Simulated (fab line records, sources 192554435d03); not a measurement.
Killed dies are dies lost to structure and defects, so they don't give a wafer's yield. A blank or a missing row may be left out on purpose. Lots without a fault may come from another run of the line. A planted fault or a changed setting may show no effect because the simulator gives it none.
Chamber matching | flow n5_finfet | N5_BEOL_M7_ILD_DEP_00 on pecvd-04: 3 sister chambers
The step deposits SiCOH lowk from DEMS/porogen, target thk 179.75 nm, time 33.4 s. 3 wafers are shown with their chamber, then 11 later ones without.

WAFERS WITH THEIR CHAMBER
wafer  | chamber | heater_power_w (W)
L085.5 | 0       | 341
L089.6 | 2       | 289
L095.2 | 1       | 271

WAFERS WITHOUT THEIR CHAMBER
wafer  | heater_power_w (W)
L095.3 | 228
L095.6 | 283
L092.3 | 284
L092.4 | 291
L092.5 | 261
L094.1 | 241
L094.2 | 267
L094.5 | 267
L097.1 | 270
L097.3 | 348
L097.4 | 280

WHICH CHAMBER EACH WENT THROUGH
wafer  | from the rows above     | in truth
L095.3 | can't be placed: 1 or 2 | 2
L095.6 | can't be placed: 2 or 1 | 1
L092.3 | can't be placed: 2 or 1 | 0
L092.4 | can't be placed: 2 or 1 | 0
L092.5 | can't be placed: 1 or 2 | 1
L094.1 | can't be placed: 1 or 2 | 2
L094.2 | can't be placed: 1 or 2 | 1
L094.5 | can't be placed: 1 or 2 | 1
L097.1 | can't be placed: 1 or 2 | 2
L097.3 | 0                       | 0
L097.4 | can't be placed: 1 or 2 | 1
Placed correctly: 1 of 11. Can't be placed from these rows: 10 (the true chamber is among the candidates in 8). Placed wrongly: 0.
How it was worked out, from the rows above alone: a wafer's distance from a chamber is the root of the sum, over the readings, of the square of ((its reading less the chamber's mean) divided by the reading's scatter). The wafer belongs to the nearest chamber; if the next one is less than 2 further off, it can't be placed. A chamber's mean is the mean of its shown wafers. The scatter: with one shown wafer a chamber, the root of the mean of the squares of how far each hidden wafer lies from its nearest shown one.
